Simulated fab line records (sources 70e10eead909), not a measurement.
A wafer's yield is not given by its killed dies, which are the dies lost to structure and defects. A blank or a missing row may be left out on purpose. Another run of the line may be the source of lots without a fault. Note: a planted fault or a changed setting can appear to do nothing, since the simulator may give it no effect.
Which tool is to blame? || flow nand harc || 72 wafers from 24 lots sampled at 5 of the route's 1302 steps

WHAT THE GAUGES READ, wafer by wafer
NHARC_P_M2_THK_MEAS_24: measures by xrf. Usual: thk nm reads 144.3 nm (standard deviation 1.4).
{"lot": "L074", "measured": "day 6 16:34", "on": "film metro-01", "thk nm (nm)": "144.0 144.0 145.2", "flag": ""}
{"lot": "L076", "measured": "day 7 09:24", "on": "film metro-02", "thk nm (nm)": "147.9 145.4 145.7", "flag": ""}
{"lot": "L077", "measured": "day 7 18:58", "on": "film metro-02", "thk nm (nm)": "144.5 143.4 145.3", "flag": ""}
{"lot": "L078", "measured": "day 8 01:55", "on": "film metro-02", "thk nm (nm)": "143.5 144.1 146.0", "flag": ""}
{"lot": "L079", "measured": "day 8 12:29", "on": "film metro-01", "thk nm (nm)": "146.0 145.3 146.8", "flag": ""}
{"lot": "L075", "measured": "day 8 23:40", "on": "film metro-02", "thk nm (nm)": "144.4 144.0 143.8", "flag": ""}
{"lot": "L080", "measured": "day 9 03:08", "on": "film metro-01", "thk nm (nm)": "144.6 143.7 143.5", "flag": ""}
{"lot": "L081", "measured": "day 9 10:10", "on": "film metro-02", "thk nm (nm)": "144.4 144.2 142.6", "flag": ""}
{"lot": "L082", "measured": "day 9 17:28", "on": "film metro-02", "thk nm (nm)": "145.7 144.1 146.7", "flag": ""}
{"lot": "L083", "measured": "day 10 15:32", "on": "film metro-01", "thk nm (nm)": "142.3 145.3 144.9", "flag": ""}
{"lot": "L084", "measured": "day 10 16:17", "on": "film metro-02", "thk nm (nm)": "144.2 143.8 143.7", "flag": ""}
{"lot": "L085", "measured": "day 11 10:55", "on": "film metro-02", "thk nm (nm)": "146.3 143.4 144.9", "flag": ""}
{"lot": "L086", "measured": "day 11 15:35", "on": "film metro-01", "thk nm (nm)": "143.6 142.8 142.9", "flag": ""}
{"lot": "L087", "measured": "day 12 10:28", "on": "film metro-02", "thk nm (nm)": "144.4 146.1 146.0", "flag": ""}
{"lot": "L088", "measured": "day 12 11:16", "on": "film metro-02", "thk nm (nm)": "144.1 143.8 144.5", "flag": ""}
{"lot": "L090", "measured": "day 13 00:17", "on": "film metro-02", "thk nm (nm)": "143.8 144.9 145.3", "flag": ""}
{"lot": "L089", "measured": "day 13 01:20", "on": "film metro-02", "thk nm (nm)": "145.0 146.2 143.3", "flag": ""}
{"lot": "L091", "measured": "day 13 09:49", "on": "film metro-02", "thk nm (nm)": "143.9 143.9 141.0", "flag": ""}
{"lot": "L092", "measured": "day 13 19:01", "on": "film metro-02", "thk nm (nm)": "143.0 145.2 142.2", "flag": ""}
{"lot": "L093", "measured": "day 14 06:50", "on": "film metro-02", "thk nm (nm)": "143.6 142.4 143.1", "flag": ""}
{"lot": "L094", "measured": "day 14 21:05", "on": "film metro-02", "thk nm (nm)": "142.2 144.0 146.2", "flag": ""}
{"lot": "L095", "measured": "day 15 07:45", "on": "film metro-02", "thk nm (nm)": "144.7 146.4 146.4", "flag": ""}
{"lot": "L096", "measured": "day 15 14:08", "on": "film metro-01", "thk nm (nm)": "144.5 142.3 143.6", "flag": ""}
{"lot": "L097", "measured": "day 15 23:38", "on": "film metro-01", "thk nm (nm)": "143.1 144.4 144.1", "flag": ""}

NHARC_P_BONDPAD_INSPECT_23. Usual: raw defect count reads 335 (standard deviation 120).
{"lot": "L074", "measured": "day 6 21:18", "on": "defect inspect-02", "raw defect count": "308 365 167", "flag": ""}
{"lot": "L076", "measured": "day 7 13:58", "on": "defect inspect-01", "raw defect count": "266 240 446", "flag": ""}
{"lot": "L077", "measured": "day 7 23:32", "on": "defect inspect-01", "raw defect count": "233 365 321", "flag": ""}
{"lot": "L078", "measured": "day 8 06:39", "on": "defect inspect-01", "raw defect count": "256 435 278", "flag": ""}
{"lot": "L079", "measured": "day 8 17:05", "on": "defect inspect-02", "raw defect count": "250 230 310", "flag": ""}
{"lot": "L075", "measured": "day 9 04:31", "on": "defect inspect-01", "raw defect count": "388 433 365", "flag": ""}
{"lot": "L080", "measured": "day 9 07:59", "on": "defect inspect-02", "raw defect count": "233 396 136", "flag": ""}
{"lot": "L081", "measured": "day 9 14:52", "on": "defect inspect-01", "raw defect count": "505 456 425", "flag": ""}
{"lot": "L082", "measured": "day 9 22:10", "on": "defect inspect-02", "raw defect count": "190 212 183", "flag": ""}
{"lot": "L083", "measured": "day 10 20:07", "on": "defect inspect-01", "raw defect count": "310 255 254", "flag": ""}
{"lot": "L084", "measured": "day 10 21:09", "on": "defect inspect-01", "raw defect count": "310 433 323", "flag": ""}
{"lot": "L085", "measured": "day 11 15:42", "on": "defect inspect-01", "raw defect count": "389 339 248", "flag": ""}
{"lot": "L086", "measured": "day 11 20:14", "on": "defect inspect-01", "raw defect count": "332 320 314", "flag": ""}
{"lot": "L087", "measured": "day 12 15:41", "on": "defect inspect-01", "raw defect count": "607 334 559", "flag": ""}
{"lot": "L088", "measured": "day 12 16:01", "on": "defect inspect-02", "raw defect count": "340 181 366", "flag": ""}
{"lot": "L090", "measured": "day 13 05:00", "on": "defect inspect-01", "raw defect count": "457 394 287", "flag": ""}
{"lot": "L089", "measured": "day 13 06:03", "on": "defect inspect-01", "raw defect count": "354 539 383", "flag": ""}
{"lot": "L091", "measured": "day 13 15:12", "on": "defect inspect-01", "raw defect count": "498 271 382", "flag": ""}
{"lot": "L092", "measured": "day 13 23:38", "on": "defect inspect-01", "raw defect count": "294 233 445", "flag": ""}
{"lot": "L093", "measured": "day 14 11:31", "on": "defect inspect-01", "raw defect count": "376 348 371", "flag": ""}
{"lot": "L094", "measured": "day 15 01:53", "on": "defect inspect-01", "raw defect count": "399 372 522", "flag": ""}
{"lot": "L095", "measured": "day 15 12:29", "on": "defect inspect-01", "raw defect count": "254 249 275", "flag": ""}
{"lot": "L096", "measured": "day 15 18:50", "on": "defect inspect-01", "raw defect count": "373 549 350", "flag": ""}
{"lot": "L097", "measured": "day 16 04:14", "on": "defect inspect-02", "raw defect count": "244 237 247", "flag": ""}

TOOL THAT RAN EACH LOT (tool first, then ch and the chambers of the sampled wafers, then the start)
{"lot": "L074", "NHARC_P_BONDPAD_DEP_00": "pecvd-04 ch 1,2, day 6 17:19", "NHARC_P_BONDPAD_DESCUM_11": "rie diel-03 ch 1,2,3, day 6 18:44", "NHARC_P_BONDPAD_PVD_17": "pvd sputter-03, day 6 21:18 or earlier"}
{"lot": "L076", "NHARC_P_BONDPAD_DEP_00": "pecvd-03 ch 0,1, day 7 10:10", "NHARC_P_BONDPAD_DESCUM_11": "rie diel-03 ch 2,3, day 7 11:26", "NHARC_P_BONDPAD_PVD_17": "pvd sputter-03, day 7 13:58 or earlier"}
{"lot": "L077", "NHARC_P_BONDPAD_DEP_00": "pecvd-04 ch 0,1, day 7 19:41", "NHARC_P_BONDPAD_DESCUM_11": "rie diel-02 ch 0,1, day 7 20:59", "NHARC_P_BONDPAD_PVD_17": "pvd sputter-03, day 7 23:32 or earlier"}
{"lot": "L078", "NHARC_P_BONDPAD_DEP_00": "pecvd-04 ch 0,2, day 8 02:38", "NHARC_P_BONDPAD_DESCUM_11": "rie diel-03 ch 0,2, day 8 04:05", "NHARC_P_BONDPAD_PVD_17": "pvd sputter-01, day 8 06:39 or earlier"}
{"lot": "L079", "NHARC_P_BONDPAD_DEP_00": "pecvd-03 ch 1,2, day 8 13:15", "NHARC_P_BONDPAD_DESCUM_11": "rie diel-03 ch 0,1,3, day 8 14:31", "NHARC_P_BONDPAD_PVD_17": "pvd sputter-03, day 8 17:05 or earlier"}
{"lot": "L075", "NHARC_P_BONDPAD_DEP_00": "pecvd-04 ch 0,1, day 9 00:23", "NHARC_P_BONDPAD_DESCUM_11": "rie diel-02 ch 1,2,3, day 9 01:57", "NHARC_P_BONDPAD_PVD_17": "pvd sputter-02, day 9 04:31 or earlier"}
{"lot": "L080", "NHARC_P_BONDPAD_DEP_00": "pecvd-02 ch 0,2, day 9 05:26 or earlier", "NHARC_P_BONDPAD_DESCUM_11": "rie diel-03 ch 0,2,3, day 9 05:26", "NHARC_P_BONDPAD_PVD_17": "pvd sputter-02, day 9 07:59 or earlier"}
{"lot": "L081", "NHARC_P_BONDPAD_DEP_00": "pecvd-04 ch 1,2, day 9 10:53", "NHARC_P_BONDPAD_DESCUM_11": "rie diel-10 ch 0,2,3, day 9 12:20", "NHARC_P_BONDPAD_PVD_17": "pvd sputter-03, day 9 14:52 or earlier"}
{"lot": "L082", "NHARC_P_BONDPAD_DEP_00": "pecvd-02 ch 0,1,2, day 9 18:10", "NHARC_P_BONDPAD_DESCUM_11": "rie diel-03 ch 0,1,3, day 9 19:36", "NHARC_P_BONDPAD_PVD_17": "pvd sputter-03, day 9 22:10 or earlier"}
{"lot": "L083", "NHARC_P_BONDPAD_DEP_00": "pecvd-03 ch 0,1,2, day 10 16:16", "NHARC_P_BONDPAD_DESCUM_11": "rie diel-10 ch 1,3, day 10 17:35", "NHARC_P_BONDPAD_PVD_17": "pvd sputter-02, day 10 20:07 or earlier"}
{"lot": "L084", "NHARC_P_BONDPAD_DEP_00": "pecvd-04 ch 1,2, day 10 18:26 or earlier", "NHARC_P_BONDPAD_DESCUM_11": "rie diel-02 ch 0,1, day 10 18:26", "NHARC_P_BONDPAD_PVD_17": "pvd sputter-02, day 10 21:09 or earlier"}
{"lot": "L085", "NHARC_P_BONDPAD_DEP_00": "pecvd-03 ch 0,2, day 11 11:40", "NHARC_P_BONDPAD_DESCUM_11": "rie diel-10 ch 1,2,3, day 11 13:05", "NHARC_P_BONDPAD_PVD_17": "pvd sputter-01, day 11 15:42 or earlier"}
{"lot": "L086", "NHARC_P_BONDPAD_DEP_00": "pecvd-04 ch 0,1, day 11 17:38 or earlier", "NHARC_P_BONDPAD_DESCUM_11": "rie diel-03 ch 0,1,2, day 11 17:38", "NHARC_P_BONDPAD_PVD_17": "pvd sputter-02, day 11 20:14 or earlier"}
{"lot": "L087", "NHARC_P_BONDPAD_DEP_00": "pecvd-03 ch 0,1, day 12 13:08 or earlier", "NHARC_P_BONDPAD_DESCUM_11": "rie diel-03 ch 1,3, day 12 13:08", "NHARC_P_BONDPAD_PVD_17": "pvd sputter-03, day 12 15:41 or earlier"}
{"lot": "L088", "NHARC_P_BONDPAD_DEP_00": "pecvd-03 ch 0,1,2, day 12 12:02", "NHARC_P_BONDPAD_DESCUM_11": "rie diel-02 ch 2,3, day 12 13:26", "NHARC_P_BONDPAD_PVD_17": "pvd sputter-01, day 12 16:01 or earlier"}
{"lot": "L090", "NHARC_P_BONDPAD_DEP_00": "pecvd-03 ch 0,1, day 13 01:01", "NHARC_P_BONDPAD_DESCUM_11": "rie diel-03 ch 0,3, day 13 02:26", "NHARC_P_BONDPAD_PVD_17": "pvd sputter-01, day 13 05:00 or earlier"}
{"lot": "L089", "NHARC_P_BONDPAD_DEP_00": "pecvd-03 ch 0,1,2, day 13 02:09", "NHARC_P_BONDPAD_DESCUM_11": "rie diel-02 ch 0,2,3, day 13 03:30", "NHARC_P_BONDPAD_PVD_17": "pvd sputter-02, day 13 06:03 or earlier"}
{"lot": "L091", "NHARC_P_BONDPAD_DEP_00": "pecvd-04 ch 1,2, day 13 11:58 or earlier", "NHARC_P_BONDPAD_DESCUM_11": "rie diel-10 ch 1,2, day 13 11:58", "NHARC_P_BONDPAD_PVD_17": "pvd sputter-01, day 13 15:12 or earlier"}
{"lot": "L092", "NHARC_P_BONDPAD_DEP_00": "pecvd-04 ch 1,2, day 13 19:46", "NHARC_P_BONDPAD_DESCUM_11": "rie diel-10 ch 0,2,3, day 13 21:03", "NHARC_P_BONDPAD_PVD_17": "pvd sputter-03, day 13 23:38 or earlier"}
{"lot": "L093", "NHARC_P_BONDPAD_DEP_00": "pecvd-04 ch 1,2, day 14 07:33", "NHARC_P_BONDPAD_DESCUM_11": "rie diel-03 ch 2,3, day 14 08:52", "NHARC_P_BONDPAD_PVD_17": "pvd sputter-02, day 14 11:31 or earlier"}
{"lot": "L094", "NHARC_P_BONDPAD_DEP_00": "pecvd-02 ch 1,2, day 14 21:53", "NHARC_P_BONDPAD_DESCUM_11": "rie diel-02 ch 1,2,3, day 14 23:20", "NHARC_P_BONDPAD_PVD_17": "pvd sputter-02, day 15 01:53 or earlier"}
{"lot": "L095", "NHARC_P_BONDPAD_DEP_00": "pecvd-03 ch 0,2, day 15 08:28", "NHARC_P_BONDPAD_DESCUM_11": "rie diel-10 ch 0,1,2, day 15 09:56", "NHARC_P_BONDPAD_PVD_17": "pvd sputter-01, day 15 12:29 or earlier"}
{"lot": "L096", "NHARC_P_BONDPAD_DEP_00": "pecvd-03 ch 0,1,2, day 15 14:50", "NHARC_P_BONDPAD_DESCUM_11": "rie diel-10 ch 0,2, day 15 16:17", "NHARC_P_BONDPAD_PVD_17": "pvd sputter-01, day 15 18:50 or earlier"}
{"lot": "L097", "NHARC_P_BONDPAD_DEP_00": "pecvd-02 ch 0,1, day 16 00:25", "NHARC_P_BONDPAD_DESCUM_11": "rie diel-10 ch 2,3, day 16 01:41", "NHARC_P_BONDPAD_PVD_17": "pvd sputter-03, day 16 04:14 or earlier"}
- NHARC_P_BONDPAD_DEP_00: deposits SiCN, target thk 250 nm.
- NHARC_P_BONDPAD_DESCUM_11: chemistry O2, time 3 s.
- NHARC_P_BONDPAD_PVD_17: deposits TaN, target thk 5 nm, time 8.06 s.

AS READ BY THE TOOLS THEMSELVES (means over the sampled wafers that have a number; for cases with no such wafer, the mark the record gives instead)
NHARC_P_BONDPAD_DEP_00. Usual: heater power w 550 W, standard deviation 60; susceptor temp C 370.01 C, standard deviation 0.21.
{"lot": "L074", "tool": "pecvd-04", "heater power w (W)": 527, "susceptor temp C (C)": 369.98, "flag": ""}
{"lot": "L076", "tool": "pecvd-03", "heater power w (W)": 574, "susceptor temp C (C)": 370.01, "flag": ""}
{"lot": "L077", "tool": "pecvd-04", "heater power w (W)": 553, "susceptor temp C (C)": 369.96, "flag": ""}
{"lot": "L078", "tool": "pecvd-04", "heater power w (W)": 562, "susceptor temp C (C)": 370.00, "flag": ""}
{"lot": "L079", "tool": "pecvd-03", "heater power w (W)": 482, "susceptor temp C (C)": 370.15, "flag": ""}
{"lot": "L075", "tool": "pecvd-04", "heater power w (W)": 517, "susceptor temp C (C)": 370.09, "flag": ""}
{"lot": "L080", "tool": "pecvd-02", "heater power w (W)": 554, "susceptor temp C (C)": 369.80, "flag": ""}
{"lot": "L081", "tool": "pecvd-04", "heater power w (W)": 528, "susceptor temp C (C)": 370.11, "flag": ""}
{"lot": "L082", "tool": "pecvd-02", "heater power w (W)": 571, "susceptor temp C (C)": 369.86, "flag": ""}
{"lot": "L083", "tool": "pecvd-03", "heater power w (W)": 533, "susceptor temp C (C)": 369.66, "flag": ""}
{"lot": "L084", "tool": "pecvd-04", "heater power w (W)": 469, "susceptor temp C (C)": 369.79, "flag": ""}
{"lot": "L085", "tool": "pecvd-03", "heater power w (W)": 515, "susceptor temp C (C)": 369.78, "flag": ""}
{"lot": "L086", "tool": "pecvd-04", "heater power w (W)": 521, "susceptor temp C (C)": 369.89, "flag": ""}
{"lot": "L087", "tool": "pecvd-03", "heater power w (W)": 549, "susceptor temp C (C)": 369.85, "flag": ""}
{"lot": "L088", "tool": "pecvd-03", "heater power w (W)": 552, "susceptor temp C (C)": 370.00, "flag": ""}
{"lot": "L090", "tool": "pecvd-03", "heater power w (W)": 572, "susceptor temp C (C)": 369.93, "flag": ""}
{"lot": "L089", "tool": "pecvd-03", "heater power w (W)": 534, "susceptor temp C (C)": 370.25, "flag": ""}
{"lot": "L091", "tool": "pecvd-04", "heater power w (W)": 512, "susceptor temp C (C)": 370.05, "flag": ""}
{"lot": "L092", "tool": "pecvd-04", "heater power w (W)": 537, "susceptor temp C (C)": 370.04, "flag": ""}
{"lot": "L093", "tool": "pecvd-04", "heater power w (W)": 504, "susceptor temp C (C)": 370.22, "flag": ""}
{"lot": "L094", "tool": "pecvd-02", "heater power w (W)": 600, "susceptor temp C (C)": 369.88, "flag": ""}
{"lot": "L095", "tool": "pecvd-03", "heater power w (W)": 536, "susceptor temp C (C)": 370.30, "flag": ""}
{"lot": "L096", "tool": "pecvd-03", "heater power w (W)": 563, "susceptor temp C (C)": 369.98, "flag": ""}
{"lot": "L097", "tool": "pecvd-02", "heater power w (W)": 604, "susceptor temp C (C)": 369.89, "flag": ""}

NHARC_P_BONDPAD_DESCUM_11. Usual: chamber pressure mTorr 60.00 mTorr, standard deviation 0.052; drypump motor current A 5.8 A, standard deviation 0.34; oes product au 1.000 a.u., standard deviation 0.01; rf vpp V 58.0 V, standard deviation 0.89; showerhead plenum p Torr 1.98 Torr, standard deviation 0.072; throttle valve pct 11.311 %, standard deviation 0.0092.
{"lot": "L074", "tool": "rie diel-03", "chamber pressure mTorr (mTorr)": 59.94, "drypump motor current A (A)": 5.8, "oes product au (a.u.)": 1.005, "rf vpp V (V)": 57.9, "showerhead plenum p Torr (Torr)": 1.95, "throttle valve pct (%)": 11.309, "flag": ""}
{"lot": "L076", "tool": "rie diel-03", "chamber pressure mTorr (mTorr)": 59.99, "drypump motor current A (A)": 5.6, "oes product au (a.u.)": 1.013, "rf vpp V (V)": 57.0, "showerhead plenum p Torr (Torr)": 1.87, "throttle valve pct (%)": 11.314, "flag": ""}
{"lot": "L077", "tool": "rie diel-02", "chamber pressure mTorr (mTorr)": 59.97, "drypump motor current A (A)": 6.0, "oes product au (a.u.)": 0.995, "rf vpp V (V)": 57.7, "showerhead plenum p Torr (Torr)": 1.99, "throttle valve pct (%)": 11.307, "flag": ""}
{"lot": "L078", "tool": "rie diel-03", "chamber pressure mTorr (mTorr)": 60.04, "drypump motor current A (A)": 5.3, "oes product au (a.u.)": 1.010, "rf vpp V (V)": 57.8, "showerhead plenum p Torr (Torr)": 1.89, "throttle valve pct (%)": 11.312, "flag": ""}
{"lot": "L079", "tool": "rie diel-03", "chamber pressure mTorr (mTorr)": 59.96, "drypump motor current A (A)": 5.6, "oes product au (a.u.)": 1.004, "rf vpp V (V)": 57.4, "showerhead plenum p Torr (Torr)": 2.03, "throttle valve pct (%)": 11.313, "flag": ""}
{"lot": "L075", "tool": "rie diel-02", "chamber pressure mTorr (mTorr)": 59.96, "drypump motor current A (A)": 6.1, "oes product au (a.u.)": 1.010, "rf vpp V (V)": 58.1, "showerhead plenum p Torr (Torr)": 1.96, "throttle valve pct (%)": 11.304, "flag": ""}
{"lot": "L080", "tool": "rie diel-03", "chamber pressure mTorr (mTorr)": 60.05, "drypump motor current A (A)": 5.5, "oes product au (a.u.)": 1.000, "rf vpp V (V)": 58.0, "showerhead plenum p Torr (Torr)": 1.95, "throttle valve pct (%)": 11.309, "flag": ""}
{"lot": "L081", "tool": "rie diel-10", "chamber pressure mTorr (mTorr)": 59.99, "drypump motor current A (A)": 5.9, "oes product au (a.u.)": 0.997, "rf vpp V (V)": 58.9, "showerhead plenum p Torr (Torr)": 2.03, "throttle valve pct (%)": 11.314, "flag": ""}
{"lot": "L082", "tool": "rie diel-03", "chamber pressure mTorr (mTorr)": 60.00, "drypump motor current A (A)": 5.6, "oes product au (a.u.)": 1.010, "rf vpp V (V)": 58.5, "showerhead plenum p Torr (Torr)": 2.03, "throttle valve pct (%)": 11.306, "flag": ""}
{"lot": "L083", "tool": "rie diel-10", "chamber pressure mTorr (mTorr)": 59.98, "drypump motor current A (A)": 6.0, "oes product au (a.u.)": 0.997, "rf vpp V (V)": 58.3, "showerhead plenum p Torr (Torr)": 1.97, "throttle valve pct (%)": 11.304, "flag": ""}
{"lot": "L084", "tool": "rie diel-02", "chamber pressure mTorr (mTorr)": 60.01, "drypump motor current A (A)": 6.1, "oes product au (a.u.)": 0.998, "rf vpp V (V)": 57.6, "showerhead plenum p Torr (Torr)": 1.96, "throttle valve pct (%)": 11.310, "flag": ""}
{"lot": "L085", "tool": "rie diel-10", "chamber pressure mTorr (mTorr)": 59.93, "drypump motor current A (A)": 5.9, "oes product au (a.u.)": 0.982, "rf vpp V (V)": 58.4, "showerhead plenum p Torr (Torr)": 1.99, "throttle valve pct (%)": 11.313, "flag": ""}
{"lot": "L086", "tool": "rie diel-03", "chamber pressure mTorr (mTorr)": 59.99, "drypump motor current A (A)": 5.4, "oes product au (a.u.)": 1.011, "rf vpp V (V)": 57.8, "showerhead plenum p Torr (Torr)": 1.96, "throttle valve pct (%)": 11.311, "flag": ""}
{"lot": "L087", "tool": "rie diel-03", "chamber pressure mTorr (mTorr)": 59.98, "drypump motor current A (A)": 5.9, "oes product au (a.u.)": 1.004, "rf vpp V (V)": 57.3, "showerhead plenum p Torr (Torr)": 2.02, "throttle valve pct (%)": 11.316, "flag": ""}
{"lot": "L088", "tool": "rie diel-02", "chamber pressure mTorr (mTorr)": 60.00, "drypump motor current A (A)": 6.1, "oes product au (a.u.)": 1.008, "rf vpp V (V)": 58.0, "showerhead plenum p Torr (Torr)": 1.98, "throttle valve pct (%)": 11.309, "flag": ""}
{"lot": "L090", "tool": "rie diel-03", "chamber pressure mTorr (mTorr)": 59.99, "drypump motor current A (A)": 5.3, "oes product au (a.u.)": 0.999, "rf vpp V (V)": 59.1, "showerhead plenum p Torr (Torr)": 2.03, "throttle valve pct (%)": 11.321, "flag": ""}
{"lot": "L089", "tool": "rie diel-02", "chamber pressure mTorr (mTorr)": 59.98, "drypump motor current A (A)": 6.1, "oes product au (a.u.)": 1.001, "rf vpp V (V)": 57.9, "showerhead plenum p Torr (Torr)": 1.98, "throttle valve pct (%)": 11.311, "flag": ""}
{"lot": "L091", "tool": "rie diel-10", "chamber pressure mTorr (mTorr)": 60.06, "drypump motor current A (A)": 5.8, "oes product au (a.u.)": 1.000, "rf vpp V (V)": 58.0, "showerhead plenum p Torr (Torr)": 2.01, "throttle valve pct (%)": 11.302, "flag": ""}
{"lot": "L092", "tool": "rie diel-10", "chamber pressure mTorr (mTorr)": 60.03, "drypump motor current A (A)": 5.9, "oes product au (a.u.)": 0.984, "rf vpp V (V)": 58.9, "showerhead plenum p Torr (Torr)": 2.03, "throttle valve pct (%)": 11.306, "flag": ""}
{"lot": "L093", "tool": "rie diel-03", "chamber pressure mTorr (mTorr)": 60.02, "drypump motor current A (A)": 5.7, "oes product au (a.u.)": 0.999, "rf vpp V (V)": 56.7, "showerhead plenum p Torr (Torr)": 1.94, "throttle valve pct (%)": 11.312, "flag": ""}
{"lot": "L094", "tool": "rie diel-02", "chamber pressure mTorr (mTorr)": 59.99, "drypump motor current A (A)": 6.1, "oes product au (a.u.)": 1.002, "rf vpp V (V)": 58.6, "showerhead plenum p Torr (Torr)": 1.96, "throttle valve pct (%)": 11.309, "flag": ""}
{"lot": "L095", "tool": "rie diel-10", "chamber pressure mTorr (mTorr)": 59.98, "drypump motor current A (A)": 5.9, "oes product au (a.u.)": 0.985, "rf vpp V (V)": 57.8, "showerhead plenum p Torr (Torr)": 2.00, "throttle valve pct (%)": 11.311, "flag": ""}
{"lot": "L096", "tool": "rie diel-10", "chamber pressure mTorr (mTorr)": 60.02, "drypump motor current A (A)": 5.9, "oes product au (a.u.)": 0.986, "rf vpp V (V)": 58.2, "showerhead plenum p Torr (Torr)": 2.03, "throttle valve pct (%)": 11.316, "flag": ""}
{"lot": "L097", "tool": "rie diel-10", "chamber pressure mTorr (mTorr)": 59.94, "drypump motor current A (A)": 5.8, "oes product au (a.u.)": 0.981, "rf vpp V (V)": 58.2, "showerhead plenum p Torr (Torr)": 2.04, "throttle valve pct (%)": 11.314, "flag": ""}

NHARC_P_BONDPAD_PVD_17. Usual: throttle valve pct reads 30.0 % (standard deviation 1).
{"lot": "L074", "tool": "pvd sputter-03", "throttle valve pct (%)": 31.1, "flag": ""}
{"lot": "L076", "tool": "pvd sputter-03", "throttle valve pct (%)": 29.6, "flag": ""}
{"lot": "L077", "tool": "pvd sputter-03", "throttle valve pct (%)": 30.0, "flag": ""}
{"lot": "L078", "tool": "pvd sputter-01", "throttle valve pct (%)": 29.7, "flag": ""}
{"lot": "L079", "tool": "pvd sputter-03", "throttle valve pct (%)": 30.1, "flag": ""}
{"lot": "L075", "tool": "pvd sputter-02", "throttle valve pct (%)": 29.7, "flag": ""}
{"lot": "L080", "tool": "pvd sputter-02", "throttle valve pct (%)": 29.8, "flag": ""}
{"lot": "L081", "tool": "pvd sputter-03", "throttle valve pct (%)": 30.4, "flag": ""}
{"lot": "L082", "tool": "pvd sputter-03", "throttle valve pct (%)": 30.0, "flag": ""}
{"lot": "L083", "tool": "pvd sputter-02", "throttle valve pct (%)": 29.2, "flag": ""}
{"lot": "L084", "tool": "pvd sputter-02", "throttle valve pct (%)": 29.8, "flag": ""}
{"lot": "L085", "tool": "pvd sputter-01", "throttle valve pct (%)": 30.4, "flag": ""}
{"lot": "L086", "tool": "pvd sputter-02", "throttle valve pct (%)": 29.0, "flag": ""}
{"lot": "L087", "tool": "pvd sputter-03", "throttle valve pct (%)": 30.2, "flag": ""}
{"lot": "L088", "tool": "pvd sputter-01", "throttle valve pct (%)": 30.8, "flag": ""}
{"lot": "L090", "tool": "pvd sputter-01", "throttle valve pct (%)": 30.3, "flag": ""}
{"lot": "L089", "tool": "pvd sputter-02", "throttle valve pct (%)": 29.9, "flag": ""}
{"lot": "L091", "tool": "pvd sputter-01", "throttle valve pct (%)": 30.3, "flag": ""}
{"lot": "L092", "tool": "pvd sputter-03", "throttle valve pct (%)": 30.4, "flag": ""}
{"lot": "L093", "tool": "pvd sputter-02", "throttle valve pct (%)": 28.4, "flag": ""}
{"lot": "L094", "tool": "pvd sputter-02", "throttle valve pct (%)": 30.1, "flag": ""}
{"lot": "L095", "tool": "pvd sputter-01", "throttle valve pct (%)": 30.2, "flag": ""}
{"lot": "L096", "tool": "pvd sputter-01", "throttle valve pct (%)": 31.1, "flag": ""}
{"lot": "L097", "tool": "pvd sputter-03", "throttle valve pct (%)": 30.0, "flag": ""}

THE ANSWER, worked out from the rows above alone
Rule: take the mean of a lot's wafers that have a number; if it is more than 3 standard deviations from the usual mean, the lot is off. A lot without any number at a reading at which 4 lots or more have one is off too. Where the step has rows for the other lots, those lots are counted as sound. After the gauges, taken in route order, come the tools' own readings; for these a lot's mean is taken, as printed above. The first step at which some lot is off is used, and at that step the reading that is off furthest; a lot without a number counts as furthest.
Across all readings shown, no lot is off: no conclusion can be drawn from this.

WHAT THE SIMULATOR HAD INSERTED
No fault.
